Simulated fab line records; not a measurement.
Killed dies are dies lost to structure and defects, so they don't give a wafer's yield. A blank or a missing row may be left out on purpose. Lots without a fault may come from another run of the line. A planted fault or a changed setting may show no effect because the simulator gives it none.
fab line records	flow n5Finfet	part 1 of 2: steps 1 to 37 of 42
record: lots: 6	wafers: 18	lastDay: 17
route steps=1938 shown SD_EPI_P@307 SD_ACTIVATION@330 ILD0@335 SDB@347 MOL_CONTACT_COAG@538 BEOL_M4@1111
lots that met no fault: from a run of the same line without faults
startH: the number of hours between the record's first day and the start of the first shown wafer of the lot	waitH: hours since the lot's step before	" unchanged from the row above	L1.1+2: one row covering several wafers at once	- either no value or no given start	* or withheld: withheld	< > ~ a bound
route shown NAME@n: a module of which the file shows steps, and the number in the route of the first	usual: mean/standard deviation of fault-free wafers	same: alike in all rows	chamber/n: place in a boat	sites: the reading at each site	_std_site: the standard deviation of these	_edge_site: the outer-site mean with the inner-site mean subtracted	radiusMm: how far each site lies from the wafer's centre	mask NAME#n: copy n	behind: the most recent tool/chamber to have shaped the wafer	hold: reason for holding the lot/hours on hold/outcome of the hold	device: the transistor (n, p or np) that didn't switch	end of line: the route-end tests of the same wafers	a step without rows: its recipe alone	killed: not the wafer's yield, but the dies lost to structure and defects at the first sort	map: per-die view of a wafer (x killed, . not killed, _ where there is no die)
set.NAME: the setting as run; set.NAME@STEP: as run at that earlier step	model.NAME: the simulator's own value behind a step, which no gauge read
lots at selected steps of the route; one table per step, one row per wafer
services: a tool's chamber out of use, with start hour (startH, from the record's first day; less than 0 if before it), hours out, and reason
== steps ==
step: N5_SD_EPI_P_ETCH_36
recipe: chemistry: CF4	target: SiARC	targetDepthA: 455	maskMaterial: CAR-ArF-block	timeS: 75.8	ionEnergyEv: 80	pressureMtorr: 40	sourceW: 545	biasW: 36	Ar_flow_sccm: 100	cf4FlowSccm: 100	ends: cleared
usual: drypumpMotorCurrentA: 5.9/0.37	etchRfOnTimeS: 75/3	oesProductAu: 0.69/0.069	rfVppV: 183.9/1.2	showerheadPlenumPTorr: 2.13/0.088	throttleValvePct: 15.54/0.26
lot.wafer	tool	chamber	startH	waitH	drypumpMotorCurrentA	etchRfOnTimeS	oesProductAu	rfHoursCounterH	rfVppV	showerheadPlenumPTorr	throttleValvePct
L127.2	rieDiel-06	0	72.89	0.0	6.3	78	0.80	12	185.1	2.17	15.40
L127.3	"	2	"	"	5.6	77	0.66	118	185.3	2.26	15.45
L127.6	"	0	"	"	6.3	78	0.80	-	184.9	2.17	15.42
L129.1	rieDiel-06	2	83.87	0.0	5.6	77	0.67	121	186.2	2.25	15.43
L129.3	"	1	"	"	5.8	76	0.63	186	183.5	2.05	15.88
L129.5	"	3	"	"	6.5	72	0.61	-	182.4	2.10	15.43
L138.2	rieDiel-02	2	139.96	0.0	5.7	77	0.74	52	185.0	2.26	15.59
L138.3	"	3	"	"	6.2	72	0.74	63	181.8	2.10	15.39
L138.6	"	3	"	"	6.2	73	0.75	-	183.8	2.10	15.38
L139.1	rieDiel-02	2	146.14	0.0	5.7	75	0.74	54	185.7	2.26	15.59
L139.3	"	0	"	"	5.3	74	0.66	143	184.0	2.14	15.65
L139.5	"	3	"	"	6.2	72	0.74	-	183.3	2.10	15.38
L142.1	rieDiel-02	1	160.51	0.0	6.0	70	0.63	191	184.4	2.04	15.62
L142.3	"	3	"	"	6.2	73	0.73	69	183.7	2.09	15.40
L142.6	"	1	"	"	6.0	71	0.62	-	183.9	2.04	15.63
L144.2	rieDiel-06	0	174.95	0.0	6.3	79	0.75	45	184.5	2.16	15.47
L144.3	"	2	"	"	5.6	77	0.64	148	185.4	2.24	15.49
L144.6	"	0	"	"	6.3	79	0.75	-	183.8	2.16	15.47
step: N5_SD_EPI_P_ETCH_37
recipe: chemistry: N2/H2	target: SOC	overetchA: 1080	maskMaterial: SiARC	tempC: 40	ionEnergyEv: 100	sourceW: 3000	biasW: 133	pressureMtorr: 20	timeS: 486	n2FlowSccm: 200	h2FlowSccm: 200	ends: endPoint
usual: drypumpMotorCurrentA: 5.9/0.37	oesProductAu: 0.72/0.073	rfVppV: 240.5/1.5	showerheadPlenumPTorr: 2.52/0.11	throttleValvePct: 23.8/0.31
lot.wafer	tool	chamber	startH	waitH	drypumpMotorCurrentA	oesProductAu	rfHoursCounterH	rfVppV	showerheadPlenumPTorr	throttleValvePct
L127.2	rieDiel-06	0	72.94	0.0	6.3	0.86	12	241.5	2.59	23.7
L127.3	"	2	"	"	5.6	0.70	118	242.1	2.68	23.9
L127.6	"	0	"	"	6.3	0.87	-	241.1	2.59	23.7
L129.1	rieDiel-06	2	83.92	0.0	5.6	0.69	121	243.6	2.68	23.9
L129.3	"	1	"	"	5.8	0.65	186	237.8	2.42	24.1
L129.5	"	3	"	"	6.4	0.62	-	241.1	2.51	23.6
L138.2	rieDiel-02	2	140.02	0.0	5.7	0.78	52	241.8	2.71	24.1
L138.3	"	3	"	"	6.2	0.76	63	240.2	2.45	23.6
L138.6	"	3	"	"	6.2	0.76	-	240.9	2.45	23.6
L139.1	rieDiel-02	2	146.19	0.0	5.7	0.77	55	240.8	2.70	24.1
L139.3	"	0	"	"	5.2	0.68	143	241.0	2.52	23.5
L139.5	"	3	"	"	6.2	0.75	-	238.3	2.45	23.6
L142.1	rieDiel-02	1	160.57	0.0	6.0	0.63	192	239.8	2.38	23.6
L142.3	"	3	"	"	6.2	0.75	69	239.7	2.45	23.6
L142.6	"	1	"	"	6.0	0.63	-	240.4	2.38	23.6
L144.2	rieDiel-06	0	175.00	0.0	6.3	0.79	45	240.9	2.58	23.8
L144.3	"	2	"	"	5.6	0.67	149	242.4	2.66	24.0
L144.6	"	0	"	"	6.3	0.80	-	240.2	2.58	23.7
step: N5_SD_EPI_P_STRIP_38
recipe: chemistry: N2/H2	tempC: 40	n2FlowSccm: 200	h2FlowSccm: 200	rfFrequencyHz: 6e+07
step: N5_SD_EPI_P_ETCHBACK_46
recipe: chemistry: CH3F/O2	mode: anisotropicEtchback	target: SiNx	targetDepthA: 175	stopOn: SiO2	overEtchFrac: 0.3	ionEnergyEv: 120	pressureMtorr: 30	sourceW: 395	biasW: 73	Ar_flow_sccm: 150	CH3F_flow_sccm: 30	O2_flow_sccm: 20
step: N5_SD_EPI_P_ETCH_47
recipe: chemistry: CH3F/O2	target: SiOCN	targetDepthA: 250	maskMaterial: SOC	ionEnergyEv: 60	biasW: 29	pressureMtorr: 30	sourceW: 410	Ar_flow_sccm: 150	CH3F_flow_sccm: 30	O2_flow_sccm: 20
usual: drypumpMotorCurrentA: 5.9/0.36	oes_ar_750_au: 0.80/0.081	oesProductAu: 0.80/0.08	rfVppV: 126.1/2.9	showerheadPlenumPTorr: 1.98/0.084	throttleValvePct: 16.24/0.26
lot.wafer	tool	chamber	startH	waitH	drypumpMotorCurrentA	oes_ar_750_au	oesProductAu	rfHoursCounterH	rfVppV	showerheadPlenumPTorr	throttleValvePct
L127.2	rieDiel-06	0	73.37	0.1	6.3	0.95	0.92	13	125.8	2.03	16.15
L127.3	"	2	"	"	5.6	0.78	0.77	118	127.3	2.11	16.11
L127.6	"	0	"	"	6.3	0.95	0.94	-	123.1	2.03	16.14
L129.1	rieDiel-06	2	84.35	0.1	5.6	0.77	0.77	121	127.6	2.11	16.14
L129.3	"	1	"	"	5.7	0.74	0.73	186	127.1	1.91	16.59
L129.5	"	3	"	"	6.5	0.71	0.70	-	124.7	1.97	16.13
L138.2	rieDiel-02	2	140.44	0.1	5.7	0.86	0.86	52	128.1	2.11	16.31
L138.3	"	3	"	"	6.2	0.86	0.87	63	126.1	1.96	16.14
L138.6	"	3	"	"	6.2	0.86	0.87	-	128.1	1.96	16.13
L139.1	rieDiel-02	2	146.62	0.1	5.7	0.86	0.85	55	128.6	2.11	16.29
L139.3	"	0	"	"	5.3	0.77	0.75	143	121.7	1.98	16.22
L139.5	"	3	"	"	6.2	0.86	0.87	-	128.3	1.96	16.13
L142.1	rieDiel-02	1	160.99	0.1	6.0	0.72	0.71	192	124.5	1.89	16.26
L142.3	"	3	"	"	6.2	0.85	0.85	69	128.1	1.95	16.14
L142.6	"	1	"	"	6.0	0.72	0.70	-	124.4	1.89	16.26
L144.2	rieDiel-06	0	175.43	0.1	6.3	0.88	0.87	45	125.5	2.02	16.20
L144.3	"	2	"	"	5.6	0.74	0.75	149	125.5	2.10	16.18
L144.6	"	0	"	"	6.3	0.88	0.86	-	123.5	2.02	16.19
step: N5_SD_EPI_P_ETCH_16
recipe: chemistry: CHF3/O2	target: SiO2	targetDepthA: 50	maskMaterial: SOC	pressureMtorr: 30	sourceW: 650	biasW: 170	Ar_flow_sccm: 200	CHF3_flow_sccm: 50	O2_flow_sccm: 5	ionEnergyEv: 200
step: N5_SD_EPI_P_STRIP_50
recipe: chemistry: CHF3/O2	resist: SiARC	rfFrequencyHz: 6e+07
step: N5_SD_EPI_P_SD_RECESS_17
recipe: chemistry: HBr/Cl2/O2	targetDepthA: 391	btTimeS: 3	pressureMtorr: 10	icpW: 800	biasW: 112	HBr_flow_sccm: 150	Cl2_flow_sccm: 80	O2_flow_sccm: 12
step: N5_SD_EPI_P_WET_ETCH_45
recipe: chemistry: dHF	dilution: withheld	timeS: 10.7	target: SiO2	targetDepthA: 20	tempC: 25	dry: ipaMarangoni	rinseTimeS: 30	rinseTempC: 23
step: N5_SD_EPI_P_STRIP_40
recipe: chemistry: N2/H2	powerW: 1000	tempC: 250	h2Frac: 0.65	overashFraction: 0.3	pressureMtorr: withheld	n2FlowSccm: 1750	h2FlowSccm: 3250
step: N5_SD_EPI_P_PRECLEAN_52
recipe: chemistry: O3/DIW	timeS: 60	tempC: 22	o3Ppm: 10
step: N5_SD_EPI_P_SRD_20
recipe: dry: ipaMarangoni	doPpb: 5	timeS: 30	tempC: 23	rinseLiquid: diw
step: N5_SD_EPI_P_PRECLEAN_51
recipe: chemistry: NF3:NH3	afsCycles: 1	tempC: 30	timeS: 20	sublimationTempC: 180	sublimationTimeS: 60	pressureTorr: 3	rfPowerW: 30
usual: afsCycles: 1/0	chamberPressureTorr: 3.001/0.0073
lot.wafer	tool	chamber	startH	waitH	afsCycles	chamberPressureTorr	model.SiNx_of_SD_EPI_N_LINER_46.thkNm
L127.2	epiRpcvd-04	0	73.87	0.1	1	2.993	2.6
L127.3	"	0	"	"	1	2.998	2.6
L127.6	"	0	"	"	1	2.994	2.6
L129.1	epiRpcvd-03	0	84.82	0.0	1	2.999	2.6
L129.3	"	0	"	"	1	2.998	2.6
L129.5	"	0	"	"	1	2.994	2.6
L138.2	epiRpcvd-04	-	140.94	0.1	-	-	3
L138.3	"	-	"	"	-	-	3
L138.6	"	-	"	"	-	-	3
L139.1	epiRpcvd-01	-	147.09	0.0	-	-	3
L139.3	"	-	"	"	-	-	3
L139.5	"	-	"	"	-	-	3
L142.1	epiRpcvd-01	0	161.46	0.0	1	2.993	2.6
L142.3	"	0	"	"	1	2.993	2.6
L142.6	"	0	"	"	1	2.989	2.6
L144.2	epiRpcvd-03	0	175.93	0.1	1	3.005	2.6
L144.3	"	0	"	"	1	3.007	2.6
L144.6	"	0	"	"	1	3.012	2.6
step: N5_SD_EPI_P_VAPOR_ETCH_44
recipe: chemistry: NF3/Ar	target: SiGe30	tempC: 25	timeS: 3.3	mode: isotropic
step: N5_SD_EPI_P_EPI_21
recipe: material: SiGe:B	dopant: B	tempC: 550	pressureTorr: 20	ambient: H2	timeS: 355
lot.wafer	tool	chamber	startH	waitH	model.SiGe-B_of_SD_EPI_P_EPI_21.thkNm
L127.2	epiRpcvd-04	0	74.56	0.5	61.2
L127.3	"	0	"	"	61.6
L127.6	"	0	76.00	1.8	60.8
L129.1	epiRpcvd-03	0	85.18	0.1	60.8
L129.3	"	0	"	"	60.4
L129.5	"	0	"	"	60.6
L138.2	epiRpcvd-04	0	141.63	0.5	1
L138.3	"	0	"	"	1.6
L138.6	"	0	143.07	1.8	1.8
L139.1	epiRpcvd-01	0	147.45	0.1	0.6
L139.3	"	0	"	"	0.4
L139.5	"	0	"	"	1.2
L142.1	epiRpcvd-01	0	161.82	0.1	61
L142.3	"	0	"	"	61.4
L142.6	"	0	163.62	1.8	61.2
L144.2	epiRpcvd-03	0	176.62	0.5	61.8
L144.3	"	0	"	"	61.2
L144.6	"	0	178.06	1.8	62.2
step: N5_SD_EPI_P_HM_STRIP_48
recipe: chemistry: H3PO4	tempC: 160	material: SiNx	target: SiNx	targetDepthA: 30	overetchFraction: 0.3
step: N5_SD_EPI_P_SRD_49
recipe: dry: ipaMarangoni	timeS: 30	tempC: 23	rinseLiquid: diw
step: N5_SD_EPI_P_PRECLEAN_24
recipe: chemistry: O3/DIW	timeS: 45	tempC: 22	o3Ppm: 10
step: N5_SD_EPI_P_PRECLEAN_32
recipe: chemistry: dHF	timeS: 10	dilution: 500:1	tempC: 25
step: N5_SD_EPI_P_PRECLEAN_33
recipe: chemistry: SC2	timeS: 45	tempC: 35	mix: 1:1:50
step: N5_SD_EPI_P_SRD_25
recipe: timeS: 30	tempC: 23	rinseLiquid: diw	dry: ipaMarangoni
step: N5_SD_EPI_P_INSPECT_26
recipe: inspectInstrument: darkfield	mode: postEpi
usual: rawDefectCount: 188/35
lot.wafer	tool	chamber	startH	waitH	rawDefectCount
L127.2	defectInspect-01	-	76.57	0.0	201
L127.3	"	-	"	"	214
L127.6	"	-	"	"	217
L129.1	defectInspect-01	-	87.55	0.0	185
L129.3	"	-	"	"	198
L129.5	"	-	"	"	216
L138.2	defectInspect-02	-	143.68	0.0	216
L138.3	"	-	"	"	191
L138.6	"	-	"	"	206
L139.1	defectInspect-02	-	149.82	0.0	129
L139.3	"	-	"	"	184
L139.5	"	-	"	"	155
L142.1	defectInspect-02	-	164.19	0.0	148
L142.3	"	-	"	"	177
L142.6	"	-	"	"	141
L144.2	defectInspect-01	-	178.63	0.0	187
L144.3	"	-	"	"	184
L144.6	"	-	"	"	184
step: N5_SD_ACTIVATION_RTA_00
recipe: tempC: 975	timeS: 0	ambient: N2	idleTempC: 600	rampUpCPerS: 150	rampDownCPerS: 60	coolToC: 600
step: N5_SD_ACTIVATION_LSA_01
recipe: tempC: 1080	timeS: 0.0008	ambient: N2
usual: wafer_temp_C_max: 1084.2/1.6
lot.wafer	tool	chamber	startH	waitH	wafer_temp_C_max
L127.2	laserAnneal-02	0	76.99	0.2	1085.6
L127.3	"	0	"	"	1085.5
L127.6	"	0	"	"	1084.5
L129.1	laserAnneal-02	0	87.78	0.2	1085.8
L129.3	"	0	"	"	1085.3
L129.5	"	0	"	"	1085.4
L138.2	laserAnneal-01	0	144.19	0.2	1082.8
L138.3	"	0	"	"	1082.2
L138.6	"	0	"	"	1082.7
L139.1	laserAnneal-02	0	150.05	0.2	1084.6
L139.3	"	0	"	"	1084.7
L139.5	"	0	"	"	1085.7
L142.1	laserAnneal-01	0	164.60	0.3	1082.5
L142.3	"	0	"	"	1082.7
L142.6	"	0	"	"	1082.4
L144.2	laserAnneal-01	0	178.95	0.2	1081.3
L144.3	"	0	"	"	1082.5
L144.6	"	0	"	"	1082.6
step: N5_SD_ACTIVATION_RS_MEAS_03
recipe: thkMeasGauge: four-point-probe
usual: RS_SD_N: 21.96/0.28	RS_SD_P: 55.9/0.92
lot.wafer	tool	chamber	startH	waitH	RS_SD_N[ohm/sq]	RS_SD_P[ohm/sq]
L127.2	filmMetro-01	-	77.18	0.2	21.76	54.8
L127.3	"	-	"	"	21.63	54.0
L127.6	"	-	"	"	21.47	55.0
L129.1	filmMetro-01	-	87.98	0.2	21.68	56.2
L129.3	"	-	"	"	21.36	57.4
L129.5	"	-	"	"	21.84	57.8
L138.2	filmMetro-02	-	144.38	0.2	22.09	-
L138.3	"	-	"	"	21.83	-
L138.6	"	-	"	"	22.21	-
L139.1	filmMetro-02	-	150.25	0.2	21.92	-
L139.3	"	-	"	"	21.68	-
L139.5	"	-	"	"	21.91	-
L142.1	filmMetro-02	-	164.81	0.2	21.66	56.0
L142.3	"	-	"	"	21.87	55.5
L142.6	"	-	"	"	21.89	55.6
L144.2	filmMetro-02	-	179.16	0.2	21.98	54.7
L144.3	"	-	"	"	21.55	56.1
L144.6	"	-	"	"	21.67	54.3
step: N5_SD_ACTIVATION_INSPECT_02
recipe: inspectInstrument: darkfield	mode: postAnneal
usual: rawDefectCount: 187/34
lot.wafer	tool	chamber	startH	waitH	rawDefectCount
L127.2	defectInspect-02	-	77.48	0.1	214
L127.3	"	-	"	"	219
L127.6	"	-	"	"	231
L129.1	defectInspect-02	-	88.30	0.2	195
L129.3	"	-	"	"	207
L129.5	"	-	"	"	232
L138.2	defectInspect-02	-	144.69	0.1	223
L138.3	"	-	"	"	187
L138.6	"	-	"	"	203
L139.1	defectInspect-01	-	150.58	0.2	120
L139.3	"	-	"	"	182
L139.5	"	-	"	"	140
L142.1	defectInspect-01	-	165.13	0.2	139
L142.3	"	-	"	"	175
L142.6	"	-	"	"	137
L144.2	defectInspect-01	-	179.46	0.1	167
L144.3	"	-	"	"	181
L144.6	"	-	"	"	197
step: N5_ILD0_LINER_00
recipe: material: SiNx	targetThkA: 40	tempC: 400	aldPrecursorFamily: SiH2I2	aldCoReactant: N2/H2-plasma	pulseTimeS: 1	purgeTimeS: 2	coReactantPurgeTimeS: 2	aldCycles: 80	pressureTorr: 2
usual: heaterPowerOuterW: 501/49	heaterPowerW: 821/73	precursorPulseHeightRel: 1.000/0.019
lot.wafer	tool	chamber	startH	waitH	heaterPowerOuterW	heaterPowerW	precursorPulseHeightRel	sinceWetCleanH
L127.2	aldSin-01	3	77.61	0.1	444	715	1.007	70
L127.3	"	1	"	"	425	736	1.021	70
L127.6	"	2	"	"	514	858	1.017	-
L129.1	aldSin-01	2	88.34	0.0	522	864	0.973	80
L129.3	"	3	"	"	432	703	0.981	80
L129.5	"	2	"	"	509	852	0.984	-
L138.2	aldSin-04	3	144.85	0.2	573	956	0.987	241
L138.3	"	0	"	"	455	793	1.011	241
L138.6	"	3	"	"	589	958	1.013	-
L139.1	aldSin-01	3	150.62	0.0	435	711	0.971	143
L139.3	"	2	"	"	526	859	1.005	143
L139.5	"	2	"	"	523	866	1.022	-
L142.1	aldSin-04	3	165.16	0.0	575	952	1.002	261
L142.3	"	0	"	"	464	808	0.970	261
L142.6	"	3	"	"	575	934	0.988	-
L144.2	aldSin-01	3	180.02	0.6	416	720	1.002	172
L144.3	"	2	"	"	521	897	1.018	172
L144.6	"	0	"	"	462	844	1.015	-
step: N5_ILD0_FCVD_FILL_01
recipe: material: SiO2_flowable	targetThkA: 2000	tempC: 100	pressureTorr: 0.8	rfW: 2000	timeS: 328.3
step: N5_ILD0_CURE_02
recipe: tempC: 450	timeS: 1800	ambient: steam	idleTempC: 400	rampUpCPerMin: 5	rampDownCPerMin: 3	densificationPH2oTorr: 640
step: N5_ILD0_CMP_03
recipe: stopOn: SiNx	tOverpolishS: 1.9	postCmpClean: alkalineBrush	downForcePsi: 4.1491	platenRpm: 51.796	padVelocityMS: 1.0306	targetThkNm: 197.38
step: N5_ILD0_THK_MEAS_04
usual: thkNm: 197.8/1.5
lot.wafer	tool	chamber	startH	waitH	thkNm
L127.2	filmMetro-02	-	80.27	-	200.0
L127.3	"	-	"	"	199.9
L127.6	"	-	"	"	199.5
L129.1	filmMetro-01	-	92.79	-	197.7
L129.3	"	-	"	"	199.1
L129.5	"	-	"	"	197.8
L138.2	filmMetro-02	-	147.51	-	199.4
L138.3	"	-	"	"	201.2
L138.6	"	-	"	"	199.7
L139.1	filmMetro-01	-	153.29	-	197.4
L139.3	"	-	"	"	199.2
L139.5	"	-	"	"	197.2
L142.1	filmMetro-01	-	167.83	-	196.5
L142.3	"	-	"	"	195.2
L142.6	"	-	"	"	198.2
L144.2	filmMetro-01	-	182.68	-	197.9
L144.3	"	-	"	"	199.0
L144.6	"	-	"	"	195.0
step: N5_ILD0_CMP_07
recipe: stopOn: poly-Si	material: SiO2_flowable	tOverpolishS: 1.18	postCmpClean: alkalineBrush	downForcePsi: 4.1491	platenRpm: 51.796	padVelocityMS: 1.0306	targetThkNm: 138.88
step: N5_ILD0_THK_MEAS_08
usual: thkNm: 138.9/1.7
lot.wafer	tool	chamber	startH	waitH	thkNm
L127.2	filmMetro-01	-	80.60	-	139.3
L127.3	"	-	"	"	136.3
L127.6	"	-	"	"	141.4
L129.1	filmMetro-02	-	93.11	-	142.1
L129.3	"	-	"	"	138.9
L129.5	"	-	"	"	139.0
L138.2	filmMetro-01	-	147.83	-	139.9
L138.3	"	-	"	"	137.0
L138.6	"	-	"	"	141.1
L139.1	filmMetro-02	-	153.62	-	139.1
L139.3	"	-	"	"	135.0
L139.5	"	-	"	"	138.5
L142.1	filmMetro-01	-	168.16	-	138.9
L142.3	"	-	"	"	139.2
L142.6	"	-	"	"	138.5
L144.2	filmMetro-02	-	183.01	-	137.7
L144.3	"	-	"	"	140.3
L144.6	"	-	"	"	138.5
step: N5_ILD0_PRECLEAN_10
recipe: chemistry: NF3:NH3	afsCycles: 5	timeS: 20	tempC: 30	sublimationTempC: 180	sublimationTimeS: 60	pressureTorr: 3	rfPowerW: 30
step: N5_ILD0_ALD_15
recipe: material: SiNx	targetThkA: 240	tempC: 400	aldPrecursorFamily: SiH2I2	aldCoReactant: N2/H2-plasma	pulseTimeS: 1	aldCycles: 480	purgeTimeS: 2	coReactantPurgeTimeS: 2	pressureTorr: 2
step: N5_ILD0_CMP_12
recipe: stopOn: poly-Si	material: SiNx	tOverpolishS: 6	postCmpClean: alkalineBrush	downForcePsi: 2.5	platenRpm: 51.8	padVelocityMS: 1.0307	targetThkNm: 17.67
step: N5_ILD0_THK_MEAS_13
usual: thkNm: 17.9/1.6
lot.wafer	tool	chamber	startH	waitH	thkNm
L127.2	filmMetro-02	-	83.81	-	16.3
L127.3	"	-	"	"	17.6
L127.6	"	-	"	"	19.3
L129.1	filmMetro-02	-	96.50	-	15.6
L129.3	"	-	"	"	18.5
L129.5	"	-	"	"	16.4
L138.2	filmMetro-01	-	151.04	-	17.2
L138.3	"	-	"	"	19.7
L138.6	"	-	"	"	17.7
L139.1	filmMetro-01	-	156.83	-	18.2
L139.3	"	-	"	"	17.7
L139.5	"	-	"	"	20.7
L142.1	filmMetro-02	-	171.37	-	17.5
L142.3	"	-	"	"	15.7
L142.6	"	-	"	"	14.4
L144.2	filmMetro-01	-	186.29	-	17.9
L144.3	"	-	"	"	16.0
L144.6	"	-	"	"	18.9
== key ==
firstSign: step: N5_SD_EPI_P_PRECLEAN_51	reading: toolRecord	direction: missing
effect: step: N5_SD_ACTIVATION_RS_MEAS_03	reading: RS_SD_P	direction: missing
effect: step: N5_BEOL_M4_RC_MEAS_101	reading: CJ_P	direction: missing
effect: step: N5_BEOL_M4_RC_MEAS_101	reading: DIBL_P	direction: missing
effect: step: N5_BEOL_M4_RC_MEAS_101	reading: EOT_P	direction: missing
effect: step: N5_BEOL_M4_RC_MEAS_101	reading: IGATE_P	direction: missing
effect: step: N5_BEOL_M4_RC_MEAS_101	reading: IOFF_P	direction: missing
effect: step: N5_BEOL_M4_RC_MEAS_101	reading: IOFF_P_85C	direction: missing
effect: step: N5_BEOL_M4_RC_MEAS_101	reading: IOFF_P_LIN	direction: missing
effect: step: N5_BEOL_M4_RC_MEAS_101	reading: IOFF_P_LONG	direction: missing
effect: step: N5_BEOL_M4_RC_MEAS_101	reading: ION_P	direction: missing
effect: step: N5_BEOL_M4_RC_MEAS_101	reading: RC_DENSE_P	direction: missing
effect: step: N5_BEOL_M4_RC_MEAS_101	reading: RC_P	direction: missing
effect: step: N5_BEOL_M4_RC_MEAS_101	reading: REXT_P	direction: missing
modelEffect: step: N5_SD_EPI_P_PRECLEAN_51	value: SiNx_of_SD_EPI_N_LINER_46.thkNm	without: 2.6	struck: 3
modelEffect: step: N5_SD_EPI_P_EPI_21	value: SiGe-B_of_SD_EPI_P_EPI_21.thkNm	without: 61.13	struck: 1.1
modelEffect: step: N5_MOL_CONTACT_COAG_ETCH_110	value: SiGe-B_of_SD_EPI_P_EPI_21.thkNm	without: 58.23	struck: 1
metAt N5_SD_EPI_P_PRECLEAN_51
struckWafers L138.2,L138.3,L138.6,L139.1,L139.3,L139.5
sortLeftOut L138.2,L138.3,L138.6,L139.1,L139.3,L139.5
onsetBetween 73.87 140.94
fault: kind: skippedStepWhole	tool: epiRpcvd-01,epiRpcvd-04	chamber: -	onsetH: 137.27	steps: N5_SD_EPI_P_PRECLEAN_51	scope: struckLotsOnly
sortLeftOut: the simulated sort isn't trusted on such a fault, so these wafers' sort isn't shown, and their yield isn't known
